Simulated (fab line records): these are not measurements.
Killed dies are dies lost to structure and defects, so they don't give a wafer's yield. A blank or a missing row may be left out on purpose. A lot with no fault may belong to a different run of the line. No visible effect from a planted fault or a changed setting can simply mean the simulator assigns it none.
fab line records	flow n5-finfet
record: lots: 8	wafers: 24	last-day: 20
route steps=1938 shown WELL_APT@55 PMOS_HMC_CHANNEL_EPI@69 FIN_SAQP@94 BEOL_M4@1111 PASSIVATION@1936
lots with no fault: from the same line, run without faults
start-h: hours from the record's first day to the start of the lot's first wafer shown	wait-h: hours elapsed since this lot's preceding step	" the same as in the row above	L1.1+2: one row covering several wafers at once	- no value, or no start given	* or withheld: withheld	< > ~ a bound
route shown NAME@n: names a module that has steps shown in the file, with the first one's number in the route	usual: average and standard deviation across the fault-free wafers	same: alike in all rows	chamber/n: place in a boat	sites: the reading at each site	_std_site: their standard deviation	_edge_site: inner sites' mean taken away from outer sites' mean	radius-mm: how far each site lies from the wafer's centre	mask NAME#n: copy n	behind: the tool/chamber that last shaped the wafer	hold: the reason the lot was held/the length of the hold in hours/how it ended	device: transistor that didn't switch, given as n, p or np	end of line: tests of these same wafers at the route's end	a step with no rows: only its recipe	killed: count of dies lost to structure and defects at first sort (not the wafer's yield)	map: per-die view of a wafer (x killed, . not killed, _ where there is no die)
set.NAME: the run value of the setting; set.NAME@STEP: its run value at that earlier step	model.NAME: the simulator's own value behind a step, which no gauge read
the route's steps for a sample of lots (tables are steps, rows are wafers)
services: when a tool's chamber went out of use (start-h, in hours from the record's first day, below 0 if earlier), for how many hours, and the reason
== steps ==
step: N5_WELL_APT_EPI_41
recipe: material: Si	target-thk-a: 500	temp-c: 650	precursor: SiH4/H2	pressure-torr: 20	time-s: 297.7
usual: chamber-pressure-Torr: 20.00/0.045	run-length-s: 357.3/2.8	throttle-valve-pct: 11.05/0.17
lot.wafer	tool	chamber	start-h	wait-h	chamber-pressure-Torr	run-length-s	throttle-valve-pct
L144.1	epi-rpcvd-04	0	22.24	0.0	20.04	357.4	11.06
L144.4	"	0	"	"	20.06	358.6	11.02
L144.5	"	0	"	"	20.02	358.7	11.10
L146.3	epi-rpcvd-03	0	34.30	0.2	19.96	355.7	10.72
L146.4	"	0	"	"	19.98	355.3	10.95
L146.5	"	0	"	"	19.99	355.3	10.80
L150.2	epi-rpcvd-04	0	58.96	0.1	19.91	357.8	11.08
L150.3	"	0	"	"	19.94	357.0	11.30
L150.5	"	0	"	"	20.00	356.6	11.20
L159.1	epi-rpcvd-04	0	112.11	0.0	19.97	536.3	11.15
L159.2	"	0	"	"	20.07	537.2	10.98
L159.6	"	0	"	"	20.03	536.7	10.98
L160.3	epi-rpcvd-04	0	118.66	0.3	19.99	544.2	10.99
L160.4	"	0	"	"	19.99	543.9	10.95
L160.5	"	0	"	"	20.00	544.2	11.11
L161.1	epi-rpcvd-01	0	124.25	0.0	20.05	363.1	11.25
L161.3	"	0	"	"	19.96	362.6	11.15
L161.6	"	0	"	"	19.99	363.4	11.01
L164.1	epi-rpcvd-01	0	142.67	0.0	19.96	355.2	11.13
L164.2	"	0	"	"	19.94	355.5	11.00
L164.3	"	0	"	"	19.95	355.2	10.90
L166.3	epi-rpcvd-01	0	154.60	0.2	19.97	355.2	10.99
L166.5	"	0	"	"	20.06	355.8	11.40
L166.6	"	0	"	"	20.00	355.3	11.30
step: N5_PMOS_HMC_CHANNEL_EPI_ETCH_32
recipe: chemistry: N2/H2	target: BARC	stop-on: SiO2	target-depth-a: 858	over-etch-frac: 0.3	time-s: 50.3	ion-energy-ev: 200	mask-material: CAR-ArF-block	pressure-mtorr: 30	source-w: 840	bias-w: 150	n2-flow-sccm: 200	h2-flow-sccm: 200
usual: drypump-motor-current-A: 5.5/0.51	n2-flow-sccm: 200.1/0.61	oes-product-au: 0.69/0.075	rf-vpp-V: 524.4/2.5	showerhead-plenum-p-Torr: 2.56/0.095	throttle-valve-pct: 17.92/0.23
lot.wafer	tool	chamber	start-h	wait-h	drypump-motor-current-A	n2-flow-sccm	oes-product-au	rf-hours-counter-h	rf-vpp-V	showerhead-plenum-p-Torr	throttle-valve-pct
L144.1	rie-diel-01	1	23.44	0.0	6.1	200.4	0.64	146	526.9	2.65	17.79
L144.4	"	0	"	"	6.2	199.9	0.61	207	525.8	2.64	18.38
L144.5	"	1	"	"	6.2	201.2	0.64	-	526.8	2.65	17.78
L146.3	rie-diel-04	1	35.18	0.0	5.8	199.0	0.80	13	523.8	2.49	17.85
L146.4	"	2	"	"	5.5	201.4	0.69	92	522.1	2.45	17.52
L146.5	"	2	"	"	5.5	201.9	0.69	-	522.5	2.45	17.50
L150.2	rie-diel-04	0	59.94	0.0	5.8	199.1	0.62	181	523.1	2.54	18.18
L150.3	"	1	"	"	5.7	199.4	0.78	20	522.2	2.49	17.84
L150.5	"	1	"	"	5.7	199.8	0.79	-	523.2	2.49	17.85
L159.1	rie-diel-04	3	113.19	0.0	5.9	199.6	0.62	202	523.1	2.53	18.23
L159.2	"	1	"	"	5.7	199.4	0.76	36	523.4	2.48	17.89
L159.6	"	0	"	"	5.8	199.5	0.61	-	523.7	2.53	18.22
L160.3	rie-diel-05	0	120.00	0.0	4.7	199.5	0.62	175	526.5	2.66	18.11
L160.4	"	1	"	"	5.9	199.8	0.77	33	529.2	2.70	18.11
L160.5	"	3	"	"	5.0	200.2	0.76	-	520.9	2.48	17.72
L161.1	rie-diel-05	1	125.94	0.0	5.9	200.4	0.77	35	528.2	2.70	18.12
L161.3	"	0	"	"	4.7	200.5	0.63	177	526.7	2.66	18.10
L161.6	"	0	"	"	4.7	200.9	0.62	-	526.9	2.66	18.09
L164.1	rie-diel-05	2	143.87	0.0	5.5	199.5	0.66	130	520.9	2.43	17.70
L164.2	"	3	"	"	5.0	199.9	0.75	31	522.0	2.48	17.74
L164.3	"	1	"	"	5.9	200.1	0.76	40	528.1	2.70	18.14
L166.3	rie-diel-05	0	155.60	0.0	4.7	200.7	0.62	186	527.0	2.66	18.13
L166.5	"	3	"	"	5.0	199.3	0.75	-	522.2	2.48	17.75
L166.6	"	2	"	"	5.5	200.5	0.65	-	522.6	2.43	17.71
step: N5_PMOS_HMC_CHANNEL_EPI_ETCH_38
recipe: chemistry: CF4	target: SiO2	target-depth-a: 15	ion-energy-ev: 350	pressure-mtorr: 10	icp-w: 800	bias-w: 400	cf4-flow-sccm: 80
usual: drypump-motor-current-A: 5.8/0.38	oes-product-au: 0.997/0.019	throttle-valve-pct: 21.76/0.21
lot.wafer	tool	chamber	start-h	wait-h	drypump-motor-current-A	oes-product-au	rf-hours-counter-h	throttle-valve-pct
L144.1	rie-si-05	0	23.84	0.0	6.5	1.000	147	21.98
L144.4	"	3	"	"	6.2	1.010	45	21.76
L144.5	"	2	"	"	5.7	0.989	-	21.42
L146.3	rie-si-03	1	35.58	0.0	5.2	0.977	5	21.70
L146.4	"	2	"	"	5.8	1.008	53	21.60
L146.5	"	1	"	"	5.2	0.976	-	21.70
L150.2	rie-si-04	1	60.34	0.0	5.7	1.004	72	22.08
L150.3	"	2	"	"	5.3	0.970	161	21.89
L150.5	"	3	"	"	5.8	1.041	-	21.70
L159.1	rie-si-04	0	113.60	0.0	5.9	1.022	6	22.04
L159.2	"	1	"	"	5.7	0.992	73	22.07
L159.6	"	1	"	"	5.8	0.999	-	22.09
L160.3	rie-si-05	3	120.42	0.0	6.3	0.997	46	21.74
L160.4	"	0	"	"	6.5	0.993	148	21.99
L160.5	"	1	"	"	5.5	0.964	-	21.61
L161.1	rie-si-05	3	126.36	0.0	6.4	1.005	47	21.76
L161.3	"	1	"	"	5.5	0.977	4	21.59
L161.6	"	2	"	"	5.7	0.989	-	21.41
L164.1	rie-si-04	2	144.27	0.0	5.3	0.960	163	21.90
L164.2	"	0	"	"	5.9	1.009	7	22.05
L164.3	"	1	"	"	5.7	0.990	73	22.08
L166.3	rie-si-04	1	156.00	0.0	5.8	0.998	73	22.09
L166.5	"	1	"	"	5.7	0.990	-	22.09
L166.6	"	0	"	"	6.0	1.009	-	22.03
step: N5_FIN_SAQP_ALD_61
recipe: material: SiO2	target-thk-a: 40	temp-c: 300	ald-precursor-family: BDEAS	ald-co-reactant: O2-plasma	pulse-time-s: 1	purge-time-s: 2	co-reactant-purge-time-s: 2	ald-cycles: 43	pressure-torr: 2
usual: chamber-pressure-Torr: 2.000/0.0043	heater-power-w: 476/40	precursor-pulse-height-rel: 1.002/0.021
lot.wafer	tool	chamber	start-h	wait-h	chamber-pressure-Torr	heater-power-w	precursor-pulse-height-rel
L144.1	ald-sin-03	2	28.34	1.7	1.994	532	1.018
L144.4	"	1	"	"	1.990	512	1.019
L144.5	"	1	"	"	1.993	499	0.999
L146.3	ald-sin-03	0	41.06	0.0	1.999	403	0.956
L146.4	"	1	"	"	2.005	511	0.993
L146.5	"	0	"	"	2.000	406	1.039
L150.2	ald-sin-03	0	63.42	0.7	1.998	399	0.994
L150.3	"	1	"	"	1.998	496	1.022
L150.5	"	2	"	"	2.002	520	1.005
L159.1	ald-sin-02	1	116.44	0.0	2.001	495	0.997
L159.2	"	3	"	"	2.005	509	0.971
L159.6	"	3	"	"	2.002	499	0.989
L160.3	ald-sin-01	2	123.37	0.0	1.998	477	1.030
L160.4	"	3	"	"	1.996	413	0.999
L160.5	"	0	"	"	1.999	474	0.989
L161.1	ald-sin-01	1	129.33	0.1	1.998	548	1.008
L161.3	"	2	"	"	1.996	488	0.962
L161.6	"	2	"	"	2.007	480	0.994
L164.1	ald-sin-01	2	146.70	0.0	2.000	483	0.961
L164.2	"	1	"	"	1.997	527	0.989
L164.3	"	0	"	"	2.004	465	0.985
L166.3	ald-sin-02	0	158.61	0.2	1.996	432	0.976
L166.5	"	2	"	"	2.001	455	0.998
L166.6	"	3	"	"	1.996	502	0.967
step: N5_BEOL_M4_RC_MEAS_101
usual: CJ_N: 4.29/0.082	CJ_P: 5.83/0.18	DIBL_N: 36.3/1.6	DIBL_P: 36.4/2.1	IOFF_N: 0.16/0.032	IOFF_N_85C: 3.1/0.53	IOFF_N_LIN: 0.074/0.012	IOFF_P: 0.22/0.044	IOFF_P_85C: 3.7/0.62	IOFF_P_LIN: 0.102/0.016	ION_N: 675/12	ION_P: 463/8.3	RS_NWELL: 1037/7.1	RS_PWELL: 2998/22	SS_N: 71.6/0.64	SS_P: 73.3/0.67	VT_N: 250/3.3	VT_P: -250/3.7
lot.wafer	tool	chamber	start-h	wait-h	CJ_N	CJ_P	DIBL_N[mV/V]	DIBL_P[mV/V]	IOFF_N[nA/um]	IOFF_N_85C[nA/um]	IOFF_N_LIN[nA/um]	IOFF_P[nA/um]	IOFF_P_85C[nA/um]	IOFF_P_LIN[nA/um]	ION_N[uA/um]	ION_P[uA/um]	RS_NWELL[ohm/sq]	RS_PWELL[ohm/sq]	SS_N[mV/dec]	SS_P[mV/dec]	VT_N[mV]	VT_P[mV]
L146.3	prober-02	0	226.43	0.3	4.21	5.70	38.8	38.2	0.18	3.6	0.082	0.23	4.0	0.106	684	466	1028	2967	71.7	73.9	252	-247
L146.4	"	0	"	"	4.26	5.71	35.0	33.1	0.12	2.4	0.057	0.16	2.9	0.081	666	455	1026	2985	70.6	73.1	256	-255
L146.5	"	0	"	"	4.26	5.66	36.4	35.1	0.15	3.0	0.070	0.20	3.4	0.094	686	464	1042	2966	71.9	73.5	251	-251
L144.1	prober-01	0	227.39	0.0	4.38	5.88	33.7	33.5	0.13	2.6	0.063	0.19	3.3	0.093	671	471	1053	3006	71.2	72.6	252	-249
L144.4	"	0	"	"	4.32	6.18	33.8	33.5	0.12	2.4	0.058	0.19	3.3	0.093	659	464	1048	2997	71.0	73.0	254	-249
L144.5	"	0	"	"	4.27	6.03	35.0	35.4	0.15	2.9	0.069	0.22	3.6	0.102	664	463	1051	3021	71.5	72.8	250	-251
L150.2	prober-01	0	252.46	0.2	4.32	5.90	36.8	38.9	0.19	3.6	0.086	0.26	4.3	0.119	690	472	1033	3011	71.3	74.1	249	-248
L150.3	"	0	"	"	4.41	5.86	36.9	38.7	0.19	3.6	0.084	0.26	4.3	0.119	682	471	1043	3007	71.8	73.6	249	-248
L150.5	"	0	"	"	4.33	5.59	37.2	40.1	0.20	3.8	0.093	0.29	4.7	0.128	697	486	1041	3002	71.9	74.9	247	-245
L160.3	prober-01	0	308.73	0.3	2.60	2.26	44.3	41.8	0.55	9.0	0.134	0.47	7.1	0.156	713	481	976	2389	78.8	77.2	243	-241
L160.4	"	0	"	"	2.57	2.22	54.6	46.3	1.74	23.8	0.151	0.94	12.6	0.172	674	466	978	2395	97.6	85.1	248	-245
L160.5	"	0	"	"	2.60	2.26	46.3	37.9	0.79	12.1	0.121	0.33	5.2	0.119	691	471	983	2394	85.7	76.9	247	-248
L159.1	prober-02	0	309.94	0.0	2.58	2.25	42.8	43.5	0.45	7.4	0.115	0.58	8.5	0.159	699	487	982	2392	77.5	79.1	245	-245
L159.2	"	0	"	"	2.55	2.21	46.0	40.3	0.75	11.4	0.119	0.46	7.1	0.138	685	471	985	2358	84.7	77.6	247	-245
L159.6	"	0	"	"	2.56	2.21	50.4	43.2	1.19	16.8	0.139	0.66	9.6	0.156	694	475	979	2403	91.1	80.3	246	-244
L161.1	prober-02	0	323.48	0.0	4.36	5.81	34.9	35.0	0.14	2.7	0.068	0.19	3.3	0.098	666	465	1040	3032	71.3	72.3	251	-251
L161.3	"	0	"	"	4.34	5.97	37.0	37.8	0.18	3.4	0.082	0.24	4.1	0.115	681	469	1035	3002	71.4	73.3	246	-247
L161.6	"	0	"	"	4.43	5.83	37.3	37.6	0.18	3.5	0.083	0.23	3.9	0.111	685	467	1053	2986	71.3	73.4	244	-249
L164.1	prober-02	0	350.85	0.0	4.22	5.78	35.6	35.1	0.12	2.5	0.058	0.18	3.3	0.090	648	450	1032	2984	71.4	73.4	255	-253
L164.2	"	0	"	"	4.26	5.81	34.9	34.2	0.12	2.4	0.059	0.17	3.0	0.084	672	464	1036	2956	70.7	73.2	254	-251
L164.3	"	0	"	"	4.33	6.01	36.8	35.7	0.14	2.7	0.063	0.19	3.3	0.091	667	461	1041	2962	70.9	72.4	252	-253
L166.3	prober-01	0	381.41	0.3	4.44	6.13	35.7	34.9	0.15	3.0	0.072	0.21	3.6	0.097	665	459	1035	3033	71.9	72.9	250	-250
L166.5	"	0	"	"	4.38	6.13	37.1	36.6	0.17	3.2	0.077	0.23	4.0	0.106	670	462	1031	3027	72.6	73.0	248	-248
L166.6	"	0	"	"	4.49	6.01	35.8	35.0	0.15	3.0	0.074	0.21	3.6	0.098	680	463	1034	3032	72.4	72.9	253	-251
step: N5_PASSIVATION_PROBE_49
usual: defect-limited-yield: 91.4/1.2	killed_at_M0_to_M3: 35/11	killed_at_M4_up: 14/6	killed-at-contacts: 12/6.7	killed-at-front-end: 37/9.7	killed-at-other: 3.5/2.5	killed-dies: 102/15	killed-open: 67/12	killed-short: 33/7.3	sort_bin_4_leakage: 0/0	sort_bin_5_function: 5.1/0.81	sort_bin_6_memory: 3.2/0.65	sort-n-pass: 1078/15	sort-yield-pct: 91.4/1.2
same: gross-dies: 1180	killed-at-back-side: 0	sort_bin_8_speed[%]: 0
lot.wafer	tool	chamber	start-h	wait-h	defect-limited-yield[%]	killed_at_M0_to_M3	killed_at_M4_up	killed-at-contacts	killed-at-front-end	killed-at-other	killed-dies	killed-open	killed-short	sort_bin_4_leakage[%]	sort_bin_5_function[%]	sort_bin_6_memory[%]	sort-n-pass	sort-yield-pct[%]
L146.3	prober-01	-	353.66	0.1	93.7	9	14	3	44	4	74	52	22	0	3.4	2.6	1106	93.7
L146.4	prober-01	-	353.71	0.2	91.6	32	15	13	35	4	99	65	31	0	5.3	3.1	1081	91.6
L146.5	prober-01	-	353.76	0.2	92.7	27	11	10	37	1	86	49	36	0	4.2	2.9	1094	92.7
L144.1	prober-01	-	356.70	0.0	90.8	19	10	14	60	6	109	58	48	0	5.5	3.6	1071	90.8
L144.4	prober-01	-	356.85	0.2	92.4	30	11	19	25	5	90	58	32	0	4.3	3.1	1090	92.4
L144.5	prober-01	-	356.90	0.2	92.3	23	9	13	39	7	91	62	29	0	4.4	3.0	1089	92.3
L150.2	prober-01	-	359.78	0.1	90.2	46	13	15	38	4	116	75	40	0	6.1	3.1	1064	90.2
L150.3	prober-01	-	359.83	0.1	91.4	35	13	15	38	1	102	60	42	0	5.5	2.5	1078	91.4
L150.5	prober-01	-	359.93	0.2	93.5	23	10	2	35	7	77	49	28	0	3.9	2.5	1103	93.5
L160.3	prober-01	-	414.80	0.1	89.2	51	3	11	57	5	127	84	42	63.14	6.1	4.3	308	26.1
L160.4	prober-01	-	414.85	0.2	88.5	49	17	10	59	1	136	87	48	88.47	7.1	4.0	0	0
L160.5	prober-01	-	414.90	0.2	89.9	46	13	16	43	1	119	70	41	89.66	5.8	3.2	3	0.3
L159.1	prober-01	-	422.01	0.0	92.3	36	7	16	29	3	91	59	32	45.76	4.6	2.8	549	46.5
L159.2	prober-01	-	422.06	0.1	89.1	52	17	19	30	11	129	91	37	88.98	7.1	3.5	1	0.1
L159.6	prober-01	-	422.26	0.3	93.1	25	19	4	30	3	81	50	29	93.14	4.2	2.6	0	0
L161.1	prober-02	-	425.76	0.0	90.0	40	9	19	47	3	118	62	56	0	5.6	4.1	1062	90.0
L161.3	prober-02	-	425.86	0.1	88.6	64	10	10	49	2	135	97	38	0	6.8	4.3	1045	88.6
L161.6	prober-02	-	426.01	0.3	91.4	52	9	7	27	7	102	70	32	0	4.8	3.6	1078	91.4
L164.1	prober-01	-	460.16	0.0	94.0	21	6	7	37	0	71	44	19	0	3.1	1.8	1109	94.0
L164.2	prober-01	-	460.21	0.1	93.8	29	8	3	32	1	73	46	26	0	4.8	1.0	1107	93.8
L164.3	prober-01	-	460.26	0.1	93.1	18	6	4	52	2	82	53	28	0	3.1	3.6	1098	93.1
L166.3	prober-02	-	476.05	0.1	90.5	35	15	10	51	1	112	79	30	0	5.1	4.1	1068	90.5
L166.5	prober-02	-	476.15	0.2	91.9	29	11	10	44	1	95	60	33	0	4.9	3.0	1085	91.9
L166.6	prober-02	-	476.20	0.3	90.2	40	11	18	45	2	116	82	33	0	5.8	3.8	1064	90.2
killed by level:class
L146.3 FIN_SAQP:geometric-particle:open=14 STI_FIN_REVEAL:geometric-particle:open=7 BEOL_M4:geometric-particle:open=7 FIN_SAQP:geometric-particle:short=6 STARTING-WAFER:geometric-particle:open=4 ILD0:geometric-particle:open=3 BEOL_M0_SAQP:geometric-particle:open=3 ILD0:geometric-particle:short=2
L146.4 FIN_SAQP:geometric-particle:open=14 BEOL_M3:geometric-particle:open=11 MOL_CONTACT_COAG:geometric-particle:open=9 BEOL_M2:geometric-particle:open=6 GATE_CUT:geometric-particle:short=5 BEOL_M0_SAQP:geometric-particle:short=5 BEOL_M4:geometric-particle:open=5 MOL_CONTACT_COAG:geometric-particle:short=4
L146.5 FIN_SAQP:geometric-particle:short=9 MOL_CONTACT_COAG:geometric-particle:open=9 BEOL_M0_SAQP:geometric-particle:short=8 GATE_CUT:geometric-particle:short=7 BEOL_M2:geometric-particle:open=6 FIN_SAQP:geometric-particle:open=5 STI_FIN_REVEAL:geometric-particle:open=5 ILD0:geometric-particle:short=3
L144.1 FIN_SAQP:geometric-particle:short=24 FIN_SAQP:geometric-particle:open=14 MOL_CONTACT_COAG:geometric-particle:open=12 GATE_CUT:geometric-particle:short=5 BEOL_M0_SAQP:geometric-particle:open=5 BEOL_M3:geometric-particle:open=4 STI_FIN_REVEAL:geometric-particle:open=3 BEOL_M2:geometric-particle:open=3
L144.4 MOL_CONTACT_COAG:geometric-particle:open=15 STI_FIN_REVEAL:geometric-particle:open=8 BEOL_M2:geometric-particle:open=6 FIN_SAQP:geometric-particle:open=5 BEOL_M0_SAQP:geometric-particle:open=5 FIN_SAQP:geometric-particle:short=4 MOL_CONTACT_COAG:geometric-particle:short=4 BEOL_M1:geometric-particle:short=4
L144.5 MOL_CONTACT_COAG:geometric-particle:open=11 FIN_SAQP:geometric-particle:open=9 FIN_SAQP:geometric-particle:short=8 BEOL_M2:geometric-particle:open=7 STI_FIN_REVEAL:geometric-particle:open=6 BEOL_M1:geometric-particle:open=6 BEOL_M1:geometric-particle:short=4 STARTING-WAFER:geometric-particle:open=4
L150.2 MOL_CONTACT_COAG:geometric-particle:open=14 FIN_SAQP:geometric-particle:open=11 BEOL_M0_SAQP:geometric-particle:short=11 BEOL_M0_SAQP:geometric-particle:open=10 FIN_SAQP:geometric-particle:short=8 BEOL_M1:geometric-particle:short=7 BEOL_M4:geometric-particle:open=7 BEOL_M1:geometric-particle:open=6
L150.3 MOL_CONTACT_COAG:geometric-particle:open=11 FIN_SAQP:geometric-particle:short=9 BEOL_M0_SAQP:geometric-particle:short=8 DUMMY_GATE:geometric-particle:open=7 BEOL_M1:geometric-particle:open=7 GATE_CUT:geometric-particle:short=6 BEOL_M2:geometric-particle:open=6 GATE_CUT:geometric-particle:open=5
L150.5 FIN_SAQP:geometric-particle:open=11 GATE_CUT:geometric-particle:short=9 BEOL_M2:geometric-particle:open=6 BEOL_M0_SAQP:geometric-particle:open=5 STI_FIN_REVEAL:geometric-particle:open=3 DUMMY_GATE:geometric-particle:open=3 BEOL_M1:geometric-particle:open=3 BEOL_M4:geometric-particle:open=3
L160.3 BEOL_M3:geometric-particle:open=19 FIN_SAQP:geometric-particle:open=11 BEOL_M0_SAQP:geometric-particle:short=11 BEOL_M0_SAQP:geometric-particle:open=10 GATE_CUT:geometric-particle:short=9 STI_FIN_REVEAL:geometric-particle:open=9 MOL_CONTACT_COAG:geometric-particle:open=9 FIN_SAQP:geometric-particle:short=7
L160.4 STI_FIN_REVEAL:geometric-particle:open=18 BEOL_M3:geometric-particle:open=14 FIN_SAQP:geometric-particle:short=12 BEOL_M2:geometric-particle:open=11 BEOL_M0_SAQP:geometric-particle:open=9 BEOL_M0_SAQP:geometric-particle:short=8 BEOL_M4:geometric-particle:open=8 FIN_SAQP:geometric-particle:open=6
L160.5 BEOL_M0_SAQP:geometric-particle:open=13 MOL_CONTACT_COAG:geometric-particle:open=12 BEOL_M0_SAQP:geometric-particle:short=11 FIN_SAQP:geometric-particle:open=10 BEOL_M4:geometric-particle:open=9 BEOL_M3:geometric-particle:open=7 FIN_SAQP:geometric-particle:short=6 BEOL_M2:geometric-particle:open=6
L159.1 BEOL_M0_SAQP:geometric-particle:open=14 MOL_CONTACT_COAG:geometric-particle:open=12 BEOL_M0_SAQP:geometric-particle:short=8 BEOL_M1:geometric-particle:open=6 DUMMY_GATE:geometric-particle:open=4 MOL_CONTACT_COAG:geometric-particle:short=4 GATE_CUT:geometric-particle:open=4 BEOL_M3:geometric-particle:open=4
L159.2 MOL_CONTACT_COAG:geometric-particle:open=15 BEOL_M0_SAQP:geometric-particle:short=13 BEOL_M2:geometric-particle:open=13 BEOL_M0_SAQP:geometric-particle:open=12 BEOL_M4:geometric-particle:open=10 STI_FIN_REVEAL:geometric-particle:open=8 DUMMY_GATE:geometric-particle:open=7 FIN_SAQP:geometric-particle:open=5
L159.6 BEOL_M0_SAQP:geometric-particle:short=8 FIN_SAQP:geometric-particle:open=7 STI_FIN_REVEAL:geometric-particle:open=6 BEOL_M0_SAQP:geometric-particle:open=6 BEOL_M4:geometric-particle:open=6 FIN_SAQP:geometric-particle:short=5 BEOL_M3:geometric-particle:open=3 DUMMY_GATE:geometric-particle:open=3
L161.1 MOL_CONTACT_COAG:geometric-particle:open=16 BEOL_M0_SAQP:geometric-particle:short=16 BEOL_M0_SAQP:geometric-particle:open=14 FIN_SAQP:geometric-particle:short=10 STARTING-WAFER:geometric-particle:short=7 GATE_CUT:geometric-particle:short=5 BEOL_M4:geometric-particle:open=5 FIN_SAQP:geometric-particle:open=4
L161.3 BEOL_M0_SAQP:geometric-particle:open=16 BEOL_M1:geometric-particle:open=12 BEOL_M0_SAQP:geometric-particle:short=10 FIN_SAQP:geometric-particle:open=9 STI_FIN_REVEAL:geometric-particle:open=9 BEOL_M3:geometric-particle:open=9 DUMMY_GATE:geometric-particle:open=8 MOL_CONTACT_COAG:geometric-particle:open=8
L161.6 BEOL_M0_SAQP:geometric-particle:open=17 BEOL_M0_SAQP:geometric-particle:short=9 BEOL_M3:geometric-particle:open=8 BEOL_M1:geometric-particle:open=7 GATE_CUT:geometric-particle:open=6 BEOL_M3:geometric-particle:short=5 FIN_SAQP:geometric-particle:open=4 MOL_CONTACT_COAG:geometric-particle:open=4
L164.1 STI_FIN_REVEAL:geometric-particle:open=9 FIN_SAQP:geometric-particle:open=8 HKMG_FIN:area-etch=7 MOL_CONTACT_COAG:geometric-particle:open=6 BEOL_M0_SAQP:geometric-particle:open=5 BEOL_M1:geometric-particle:short=4 FIN_SAQP:geometric-particle:short=4 BEOL_M2:geometric-particle:open=4
L164.2 STI_FIN_REVEAL:geometric-particle:open=10 BEOL_M3:geometric-particle:open=10 FIN_SAQP:geometric-particle:open=7 FIN_SAQP:geometric-particle:short=6 STI_FIN_REVEAL:geometric-particle:short=5 BEOL_M0_SAQP:geometric-particle:short=5 BEOL_M2:geometric-particle:open=4 BEOL_M0_SAQP:geometric-particle:open=3
L164.3 FIN_SAQP:geometric-particle:short=14 STI_FIN_REVEAL:geometric-particle:open=12 FIN_SAQP:geometric-particle:open=10 BEOL_M3:geometric-particle:open=5 BEOL_M4:geometric-particle:open=5 STI_FIN_REVEAL:geometric-particle:short=4 DUMMY_GATE:geometric-particle:open=3 BEOL_M1:geometric-particle:open=3
L166.3 STI_FIN_REVEAL:geometric-particle:open=19 BEOL_M1:geometric-particle:open=12 MOL_CONTACT_COAG:geometric-particle:open=10 STI_FIN_REVEAL:geometric-particle:short=7 BEOL_M2:geometric-particle:open=7 FIN_SAQP:geometric-particle:open=6 BEOL_M4:geometric-particle:open=5 FIN_SAQP:geometric-particle:short=4
L166.5 BEOL_M2:geometric-particle:open=13 FIN_SAQP:geometric-particle:short=10 STI_FIN_REVEAL:geometric-particle:open=10 MOL_CONTACT_COAG:geometric-particle:open=6 FIN_SAQP:geometric-particle:open=5 DUMMY_GATE:geometric-particle:open=5 MOL_CONTACT_COAG:geometric-particle:short=4 BEOL_M3:geometric-particle:open=3
L166.6 BEOL_M0_SAQP:geometric-particle:open=19 MOL_CONTACT_COAG:geometric-particle:open=15 FIN_SAQP:geometric-particle:open=8 STI_FIN_REVEAL:geometric-particle:open=8 BEOL_M0_SAQP:geometric-particle:short=7 BEOL_M1:geometric-particle:open=6 BEOL_M4:geometric-particle:open=6 FIN_SAQP:geometric-particle:short=4
== services ==
tool	chamber	start-h	hours	kind
ald-sin-03	-	5.09	2.8	pm
ald-sin-02	3	10.76	3.8	repair
epi-rpcvd-01	-	17.01	1.4	repair
ald-sin-03	-	17.81	6.1	pm
rie-si-03	1	21.37	13.2	repair
rie-si-03	0	24.97	2.0	repair
rie-diel-05	-	25.24	0.2	repair
ald-sin-03	0	25.44	6.5	repair
ald-sin-03	3	27.07	20.2	repair
epi-rpcvd-04	-	28.07	1.5	repair
rie-si-04	1	32.61	2.8	repair
epi-rpcvd-04	-	33.15	14.6	pm
ald-sin-02	1	35.50	21.3	repair
ald-sin-02	2	36.42	9.5	repair
ald-sin-01	-	39.35	0.9	repair
ald-sin-01	-	42.47	1.5	repair
ald-sin-03	-	61.67	1.2	repair
rie-si-04	0	61.97	29.8	repair
rie-diel-05	1	80.42	9.3	repair
ald-sin-03	3	83.57	6.5	repair
rie-si-05	3	98.96	9.6	repair
rie-diel-04	2	105.37	13.3	repair
ald-sin-03	3	111.15	14.7	repair
ald-sin-01	3	131.40	31.4	repair
== key ==
first-sign: step: N5_WELL_APT_EPI_41	reading: run-length-s	direction: up	sigmas: 66	usual: *	struck: *
effect: step: N5_BEOL_M4_RC_MEAS_101	reading: RS_PWELL	direction: down	sigmas: 28	usual: 2998	struck: 2389
effect: step: N5_BEOL_M4_RC_MEAS_101	reading: IOFF_N	direction: up	sigmas: 23	usual: 0.16	struck: 0.91
effect: step: N5_BEOL_M4_RC_MEAS_101	reading: SS_N	direction: up	sigmas: 22	usual: 71.6	struck: 85.9
effect: step: N5_BEOL_M4_RC_MEAS_101	reading: CJ_N	direction: down	sigmas: 21	usual: 4.29	struck: 2.58
effect: step: N5_BEOL_M4_RC_MEAS_101	reading: CJ_P	direction: down	sigmas: 20	usual: 5.83	struck: 2.24
effect: step: N5_BEOL_M4_RC_MEAS_101	reading: IOFF_N_85C	direction: up	sigmas: 19	usual: 3.1	struck: 13.4
effect: step: N5_BEOL_M4_RC_MEAS_101	reading: SS_P	direction: up	sigmas: 9.1	usual: 73.3	struck: 79.4
effect: step: N5_BEOL_M4_RC_MEAS_101	reading: IOFF_P	direction: up	sigmas: 8.1	usual: 0.22	struck: 0.57
effect: step: N5_BEOL_M4_RC_MEAS_101	reading: RS_NWELL	direction: down	sigmas: 8	usual: 1037	struck: 980
effect: step: N5_BEOL_M4_RC_MEAS_101	reading: IOFF_P_85C	direction: up	sigmas: 7.5	usual: 3.7	struck: 8.4
effect: step: N5_BEOL_M4_RC_MEAS_101	reading: DIBL_N	direction: up	sigmas: 6.8	usual: 36.3	struck: 47.4
effect: step: N5_BEOL_M4_RC_MEAS_101	reading: IOFF_N_LIN	direction: up	sigmas: 4.6	usual: 0.074	struck: 0.130
effect: step: N5_PASSIVATION_PROBE_49	reading: sort_bin_4_leakage	direction: up	sigmas: 99+	usual: 0	struck: 78.19
met-at N5_WELL_APT_EPI_41
struck-lots L159,L160
not-acting-at N5_PMOS_HMC_CHANNEL_EPI_ETCH_32,N5_PMOS_HMC_CHANNEL_EPI_ETCH_38,N5_FIN_SAQP_ALD_61
onset-between 58.96 112.11
fault: kind: process-parameter-drift	tool: epi-rpcvd-04	chamber: -	onset-h: 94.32	steps: N5_WELL_APT_EPI_41	channel: time-s	offset: *	shape: step	end-h: 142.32	acts-in: *	stated: *
